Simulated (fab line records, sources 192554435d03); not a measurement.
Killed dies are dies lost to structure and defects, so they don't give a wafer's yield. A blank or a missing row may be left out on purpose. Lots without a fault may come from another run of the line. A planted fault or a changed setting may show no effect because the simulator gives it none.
A struck lot beside a sound one | flow n5_finfet | 36 steps out of a route of 1938
Sound: wafers L492.1, L492.2, L492.6. Struck: wafers L495.3, L495.4, L495.5. The cause comes at the end.
At each step with rows: each side's tool, then ch and its chambers, then its first start. Under that, the readings that differ: sound wafers | struck wafers | difference of the means | sigmas: that difference in standard deviations of wafers without a fault.
alike: readings whose means differ by less than 2 such deviations, and words and numbers that are the same on both sides. not compared: withheld readings, readings that some wafer has no value for, bounds like >300 that may hide the same value, and numbers for which the record gives no deviation and whose values overlap.
The two part at a step that has a row with sigmas, a row that says differs or no value, or rows on one side only. Numbers that don't overlap but have no deviation are shown without sigmas and don't part them. A reading that every wafer of one side lacks parts them only if that side has two wafers or more.

first, 9 steps without rows for these wafers: N5_BEOL_M4_ANNEAL_95 (time 240 s); N5_BEOL_M4_SPUTTER_96 (material Cu, target thk 4.5 nm, time 8.29 s); N5_BEOL_M4_ECD_50 (material Cu, target thk 300 nm); N5_BEOL_M4_ANNEAL_51 (time 90 s); N5_BEOL_M4_CMP_52 (polishes, stops on SiOC, t overpolish 6.8 s, target thk 40 nm); N5_BEOL_M4_PRE_CLEAN_60 (time 15 s); N5_BEOL_M4_CO_CAP_55 (material Co, precursor CCTBA/H2, target thk 2 nm, time 102.1 s); N5_BEOL_M4_PRE_CLEAN_56 (time 15 s); N5_BEOL_M4_DEP_57 (deposits SiCN from 3MS/NH3, target thk 8 nm, time 14 s).
N5_BEOL_M4_RC_MEAS_101:
  sound on prober-01 ch 0, day 12 11:30; struck on prober-02 ch 0, day 12 18:08
  reading        | sound             | struck            | difference | sigmas
  IOFF_N (nA/um) | 0.191 0.219 0.172 | 0.119 0.149 0.117 | -0.066     | -2
  IOFF_P (nA/um) | 0.24 0.26 0.22    | 0.17 0.19 0.16    | -0.07      | -2
  SS_P (mV/dec)  | 73.9 74.0 74.6    | 72.6 73.2 72.7    | -1.3       | -2
  VT_N (mV)      | 246 246 247       | 256 254 257       | +9         | +3
  alike: DIBL_N, DIBL_P, ION_N, ION_P, SS_N, VT_P
then, 24 steps without rows for these wafers: N5_BEOL_M5_ILD_DEP_00 (deposits SiCOH lowk from DEMS/porogen, target thk 140.64 nm, time 25.9 s); N5_BEOL_M5_CURE_79 (cures SiCOH lowk, time 240 s); N5_BEOL_M5_PECVD_70 (deposits SiO2 from TEOS/O2, target thk 16 nm, time 18 s); N5_BEOL_M5_HM_DEP_02 (deposits TiN, target thk 20 nm); N5_BEOL_M5_COAT_59 (time 60 s, resist thk 60 nm); N5_BEOL_M5_COAT_60 (time 60 s, resist thk 12 nm); N5_BEOL_M5_COAT_71 (time 60 s, resist thk 5 nm); N5_BEOL_M5_COAT_05 (resist thk 30 nm); N5_BEOL_M5_EBR_07; N5_BEOL_M5_SOFTBAKE_06 (time 60 s); N5_BEOL_M5_EXPOSE_08 (exposes mask M5, target cd 28 nm); N5_BEOL_M5_PEB_09 (peb time 60 s); N5_BEOL_M5_DEVELOP_10 (develop time 30 s); N5_BEOL_M5_DESCUM_16 (chemistry O2, time 7 s); N5_BEOL_M5_ETCH_72 (etches underlayer in N2/H2, target depth 6.5 nm, time 5.2 s); N5_BEOL_M5_ETCH_61 (etches SiARC in CF4, target depth 15.6 nm, time 26 s); N5_BEOL_M5_ETCH_62 (etches SOC in N2/H2, target depth 75 nm, overetch 15 nm, time 112.5 s); N5_BEOL_M5_STRIP_63 (strips in N2/H2); N5_BEOL_M5_STRIP_73 (strips in N2/H2); N5_BEOL_M5_STRIP_64 (strips in CF4); N5_BEOL_M5_HM_OPEN_17 (chemistry Cl2/BCl3, target TiN, target depth 20 nm, overetch 6 nm); N5_BEOL_M5_STRIP_19 (strips in O2); N5_BEOL_M5_COAT_65 (time 60 s, resist thk 60 nm); N5_BEOL_M5_COAT_66 (time 60 s, resist thk 12 nm).
N5_BEOL_M5_DEP_56: deposits SiCN from 3MS/NH3, target thk 8 nm, time 14 s.
  sound on pecvd-03 ch 0,1,2, day 13 01:40; struck on pecvd-03 ch 0,1, day 13 08:17
  no value came back on the struck wafers for chamber_pressure_Torr (Torr), rf_fwd_power_W (W), showerhead_plenum_p_Torr (Torr), throttle_valve_pct (%); on the sound wafers chamber_pressure_Torr (Torr) reads 2.991 3.007 3.011
  not compared: since_wet_clean_h
-- the record jumps here: 4 days lie between the struck wafers' starts before and after (it left off in module BEOL_M5 and takes up again in module PASSIVATION, whose first step shown is number 1936 of the route) --
N5_PASSIVATION_PROBE_49:
  the record has rows for the struck wafers here (prober-01, day 17 12:32) and none for the sound ones

WHERE THEY PART
First at N5_BEOL_M4_RC_MEAS_101; last, within this record, at N5_PASSIVATION_PROBE_49.

WHY: what the simulator had put in
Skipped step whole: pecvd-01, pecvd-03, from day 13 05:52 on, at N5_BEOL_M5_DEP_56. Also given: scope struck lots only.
